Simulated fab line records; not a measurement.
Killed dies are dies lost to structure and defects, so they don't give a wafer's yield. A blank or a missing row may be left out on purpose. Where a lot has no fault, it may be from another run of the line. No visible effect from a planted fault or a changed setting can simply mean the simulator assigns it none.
Which tool is to blame? + flow n5_finfet + 27 wafers from 9 lots sampled at 5 of the route's 1938 steps

WHAT THE GAUGES READ, wafer by wafer
N5_BEOL_M4_RC_MEAS_101. Usual: DIBL_N 36.0 mV/V, standard deviation 2.2; DIBL_P 35.9 mV/V, standard deviation 2.6; IOFF_N 0.16 nA/um, standard deviation 0.038; IOFF_P 0.21 nA/um, standard deviation 0.042; ION_N 675 uA/um, standard deviation 15; ION_P 463 uA/um, standard deviation 10; SS_N 71.5 mV/dec, standard deviation 0.62; SS_P 73.2 mV/dec, standard deviation 0.76; VT_N 250 mV, standard deviation 4.1; VT_P -251 mV, standard deviation 3.6.
| lot  | measured     | on        | DIBL_N (mV/V)  | DIBL_P (mV/V)  | IOFF_N (nA/um) | IOFF_P (nA/um) | ION_N (uA/um) | ION_P (uA/um) | SS_N (mV/dec)  | SS_P (mV/dec)  | VT_N (mV)   | VT_P (mV)      | flag |
|------|--------------|-----------|----------------|----------------|----------------|----------------|---------------|---------------|----------------|----------------|-------------|----------------|------|
| L848 | day 7 20:41  | prober-01 | 35.0 32.8 33.8 | 34.6 32.3 32.1 | 0.13 0.11 0.12 | 0.20 0.17 0.16 | 672 658 665   | 464 457 461   | 71.2 70.6 71.6 | 72.7 72.4 72.1 | 250 256 254 | -250 -251 -251 |      |
| L850 | day 8 00:55  | prober-02 | 36.3 35.1 32.8 | 37.2 36.8 34.1 | 0.17 0.15 0.12 | 0.21 0.19 0.16 | 675 662 672   | 458 454 463   | 72.3 71.6 70.7 | 73.5 73.3 72.1 | 249 251 253 | -252 -252 -255 |      |
| L853 | day 9 03:22  | prober-01 | 38.7 36.1 33.1 | 39.3 35.5 32.3 | 0.21 0.16 0.12 | 0.26 0.19 0.16 | 690 675 662   | 471 459 452   | 72.2 72.4 71.2 | 74.5 73.7 72.1 | 245 249 252 | -249 -251 -253 |      |
| L857 | day 9 23:51  | prober-02 | 37.8 35.3 35.8 | 37.3 34.2 33.6 | 0.16 0.12 0.13 | 0.19 0.16 0.15 | 675 644 653   | 459 445 446   | 71.2 70.9 71.9 | 73.3 73.4 72.5 | 252 259 256 | -254 -256 -259 |      |
| L860 | day 11 07:26 | prober-01 | 35.2 34.9 35.5 | 36.6 34.8 36.6 | 0.15 0.14 0.15 | 0.20 0.18 0.20 | 673 681 666   | 460 466 456   | 71.2 71.4 71.6 | 72.6 72.5 73.4 | 249 250 246 | -249 -250 -254 |      |
| L865 | day 12 02:56 | prober-02 | 37.0 37.4 36.6 | 38.5 38.1 36.9 | 0.17 0.20 0.17 | 0.24 0.23 0.22 | 661 697 686   | 456 478 464   | 72.0 71.2 70.7 | 73.5 73.8 72.4 | 246 243 248 | -249 -251 -250 |      |
| L868 | day 13 05:34 | prober-02 | 38.0 34.9 34.1 | 39.0 35.5 34.3 | 0.20 0.15 0.13 | 0.25 0.19 0.18 | 685 689 664   | 465 469 458   | 72.1 71.6 71.3 | 74.5 73.0 73.1 | 248 250 253 | -251 -250 -254 |      |
| L870 | day 13 18:15 | prober-01 | 37.4 33.0 37.6 | 40.0 33.5 40.5 | 0.21 0.14 0.22 | 0.26 0.17 0.25 | 678 679 692   | 458 467 470   | 71.8 71.5 72.9 | 74.5 72.5 74.6 | 242 249 244 | -250 -254 -249 |      |
| L871 | day 13 18:21 | prober-02 | 36.0 35.7 35.6 | 37.0 36.7 37.8 | 0.18 0.18 0.19 | 0.25 0.25 0.28 | 684 693 700   | 464 475 491   | 71.0 71.2 71.5 | 73.4 73.6 74.2 | 245 244 245 | -248 -245 -245 |      |

WHICH TOOL RAN EACH LOT (tool, then ch and the chambers of the sampled wafers, then the start)
| lot  | N5_GATE_CUT_CUT_ETCH_53           | N5_GATE_CUT_CUT_ETCH_54           | N5_GATE_CUT_VAPOR_ETCH_49         | N5_GATE_CUT_STRIP_21                 |
|------|-----------------------------------|-----------------------------------|-----------------------------------|--------------------------------------|
| L848 | rie_metal-01 ch 0,1, day 4 15:37  | rie_metal-01 ch 0,1, day 4 15:40  | rie_metal-01 ch 0,1, day 4 15:49  | plasma_asher-01 ch 0,1, day 4 15:54  |
| L850 | rie_metal-01 ch 0, day 4 22:27    | rie_metal-01 ch 0, day 4 22:34    | rie_metal-01 ch 0, day 4 22:51    | plasma_asher-01 ch 0,1, day 4 22:59  |
| L853 | rie_metal-01 ch 0,1, day 5 22:26  | rie_metal-01 ch 0,1, day 5 22:29  | rie_metal-01 ch 0,1, day 5 22:38  | plasma_asher-01 ch 0,1, day 5 22:43  |
| L857 | rie_metal-01 ch 0, day 6 18:59    | rie_metal-01 ch 0, day 6 19:03    | rie_metal-01 ch 0, day 6 19:12    | plasma_asher-01 ch 0,1, day 6 19:17  |
| L860 | rie_metal-01 ch 0,1, day 7 11:59  | rie_metal-01 ch 0,1, day 7 12:03  | rie_metal-01 ch 0,1, day 7 12:12  | plasma_asher-02 ch 0,1, day 7 12:24  |
| L865 | rie_metal-02 ch 0, day 8 17:01    | rie_metal-02 ch 0, day 8 17:08    | rie_metal-02 ch 0, day 8 17:26    | plasma_asher-02 ch 0,1, day 8 17:35  |
| L868 | rie_metal-02 ch 0,1, day 9 10:37  | rie_metal-02 ch 0,1, day 9 10:41  | rie_metal-02 ch 0,1, day 9 10:50  | plasma_asher-02 ch 0,1, day 9 10:55  |
| L870 | rie_metal-02 ch 1, day 10 00:27   | rie_metal-02 ch 1, day 10 00:34   | rie_metal-02 ch 1, day 10 00:52   | plasma_asher-01 ch 0,1, day 10 01:01 |
| L871 | rie_metal-03 ch 0,1, day 10 07:59 | rie_metal-03 ch 0,1, day 10 08:02 | rie_metal-03 ch 0,1, day 10 08:11 | plasma_asher-01 ch 0,1, day 10 08:16 |
- N5_GATE_CUT_CUT_ETCH_53: etches W in SF6/Cl2, target depth 79.2 nm.
- N5_GATE_CUT_CUT_ETCH_54: etches TiN in Cl2/BCl3, target depth 96.7 nm.
- N5_GATE_CUT_VAPOR_ETCH_49: etches TiAlC in BCl3/Cl2.
- N5_GATE_CUT_STRIP_21: strips in N2/H2, time 30 s.

WHAT THE TOOLS THEMSELVES READ (means of the sampled wafers that have a number; where no wafer has one, the mark that the record gives instead)
N5_GATE_CUT_CUT_ETCH_53. Usual: bias_w 80.02 W, standard deviation 0.25; chamber_pressure_mTorr 8.000 mTorr, standard deviation 0.007; drypump_motor_current_A 5.7 A, standard deviation 0.35; etch_rf_on_time_s 25.8 s, standard deviation 0.9; oes_product_au 0.78 a.u., standard deviation 0.079; throttle_valve_pct 29.06 %, standard deviation 0.22.
| lot  | tool         | bias_w (W) | chamber_pressure_mTorr (mTorr) | drypump_motor_current_A (A) | etch_rf_on_time_s (s) | oes_product_au (a.u.) | throttle_valve_pct (%) | flag |
|------|--------------|------------|--------------------------------|-----------------------------|-----------------------|-----------------------|------------------------|------|
| L848 | rie_metal-01 | 80.14      | 8.002                          | 6.0                         | 26.6                  | 0.74                  | 28.96                  |      |
| L850 | rie_metal-01 | 80.17      | 8.002                          | 6.3                         | 27.2                  | 0.83                  | 29.00                  |      |
| L853 | rie_metal-01 | 79.84      | 8.005                          | 6.1                         | 26.5                  | 0.83                  | 29.10                  |      |
| L857 | rie_metal-01 | 80.08      | 8.000                          | 6.2                         | 26.8                  | 0.80                  | 29.02                  |      |
| L860 | rie_metal-01 | 80.33      | 7.995                          | 6.0                         | 26.3                  | 0.81                  | 29.12                  |      |
| L865 | rie_metal-02 | 80.11      | 7.998                          | 5.4                         | 25.9                  | 0.80                  | 29.18                  |      |
| L868 | rie_metal-02 | 80.09      | 8.001                          | 5.5                         | 25.2                  | 0.77                  | 29.02                  |      |
| L870 | rie_metal-02 | 80.15      | 7.997                          | 5.6                         | 24.6                  | 0.72                  | 28.70                  |      |
| L871 | rie_metal-03 | 79.91      | 7.999                          | 5.3                         | 25.9                  | 0.83                  | 29.08                  |      |

N5_GATE_CUT_CUT_ETCH_54. Usual: bias_w 125.9 W, standard deviation 0.42; chamber_pressure_mTorr 9.999 mTorr, standard deviation 0.0093; drypump_motor_current_A 5.7 A, standard deviation 0.34; etch_rf_on_time_s 36.0 s, standard deviation 1.2; oes_product_au 0.78 a.u., standard deviation 0.08; throttle_valve_pct 22.32 %, standard deviation 0.17.
| lot  | tool         | bias_w (W) | chamber_pressure_mTorr (mTorr) | drypump_motor_current_A (A) | etch_rf_on_time_s (s) | oes_product_au (a.u.) | throttle_valve_pct (%) | flag |
|------|--------------|------------|--------------------------------|-----------------------------|-----------------------|-----------------------|------------------------|------|
| L848 | rie_metal-01 | 126.3      | 10.008                         | 6.0                         | 37.2                  | 0.73                  | 22.27                  |      |
| L850 | rie_metal-01 | 125.3      | 10.008                         | 6.3                         | 37.8                  | 0.83                  | 22.16                  |      |
| L853 | rie_metal-01 | 125.9      | 9.999                          | 6.1                         | 36.7                  | 0.84                  | 22.27                  |      |
| L857 | rie_metal-01 | 140.1      | 10.002                         | 6.2                         | 36.0                  | 0.82                  | 22.13                  | OFF  |
| L860 | rie_metal-01 | 135.2      | 10.000                         | 6.0                         | 35.7                  | 0.82                  | 22.27                  | OFF  |
| L865 | rie_metal-02 | 126.2      | 9.990                          | 5.4                         | 36.0                  | 0.80                  | 22.32                  |      |
| L868 | rie_metal-02 | 126.3      | 9.993                          | 5.5                         | 35.5                  | 0.77                  | 22.28                  |      |
| L870 | rie_metal-02 | 125.8      | 10.006                         | 5.6                         | 34.2                  | 0.72                  | 22.19                  |      |
| L871 | rie_metal-03 | 126.4      | 9.993                          | 5.3                         | 36.7                  | 0.82                  | 22.39                  |      |

N5_GATE_CUT_VAPOR_ETCH_49. Usual: drypump_motor_current_A 5.7 A, standard deviation 0.35; oes_product_au 0.86 a.u., standard deviation 0.089.
| lot  | tool         | drypump_motor_current_A (A) | oes_product_au (a.u.) | flag |
|------|--------------|-----------------------------|-----------------------|------|
| L848 | rie_metal-01 | 6.0                         | 0.82                  |      |
| L850 | rie_metal-01 | 6.3                         | 0.93                  |      |
| L853 | rie_metal-01 | 6.1                         | 0.94                  |      |
| L857 | rie_metal-01 | 6.2                         | 0.91                  |      |
| L860 | rie_metal-01 | 6.0                         | 0.91                  |      |
| L865 | rie_metal-02 | 5.4                         | 0.87                  |      |
| L868 | rie_metal-02 | 5.5                         | 0.84                  |      |
| L870 | rie_metal-02 | 5.6                         | 0.79                  |      |
| L871 | rie_metal-03 | 5.3                         | 0.92                  |      |

N5_GATE_CUT_STRIP_21. Usual: drypump_motor_current_A 5.7 A, standard deviation 0.38; heater_power_w 354 W, standard deviation 39.
| lot  | tool            | drypump_motor_current_A (A) | heater_power_w (W) | flag |
|------|-----------------|-----------------------------|--------------------|------|
| L848 | plasma_asher-01 | 5.5                         | 356                |      |
| L850 | plasma_asher-01 | 5.5                         | 350                |      |
| L853 | plasma_asher-01 | 5.8                         | 331                |      |
| L857 | plasma_asher-01 | 5.5                         | 351                |      |
| L860 | plasma_asher-02 | 5.7                         | 353                |      |
| L865 | plasma_asher-02 | 5.7                         | 350                |      |
| L868 | plasma_asher-02 | 5.6                         | 383                |      |
| L870 | plasma_asher-01 | 5.5                         | 354                |      |
| L871 | plasma_asher-01 | 5.5                         | 358                |      |

THE ANSWER, worked out from the rows above alone
Rule: lot off if the mean of its wafers having a number is beyond 3 standard deviations from the usual mean. Also off: a lot with no number at a reading for which 4 or more lots have one. The other lots that the step has rows for count as sound. Order of review: gauges by route order, followed by the tools' own readings, for which a lot's mean as printed above is used. At the first step where some lot is off, the reading lying furthest off is the one used; lots without a number count as furthest.
Off: L857, L860 (N5_GATE_CUT_CUT_ETCH_54, bias_w).
A tool fits if, at that step or a process step before it, it ran every lot that is off, and no sound lot after the first of them. One fits: N5_GATE_CUT_CUT_ETCH_53 and N5_GATE_CUT_CUT_ETCH_54 on rie_metal-01. At N5_GATE_CUT_CUT_ETCH_53 its last sound lot is L853 (day 5 22:26), its first lot that is off L857 (day 6 18:59): a fault that began between those two fits.

WHAT WAS PUT IN BY THE SIMULATOR
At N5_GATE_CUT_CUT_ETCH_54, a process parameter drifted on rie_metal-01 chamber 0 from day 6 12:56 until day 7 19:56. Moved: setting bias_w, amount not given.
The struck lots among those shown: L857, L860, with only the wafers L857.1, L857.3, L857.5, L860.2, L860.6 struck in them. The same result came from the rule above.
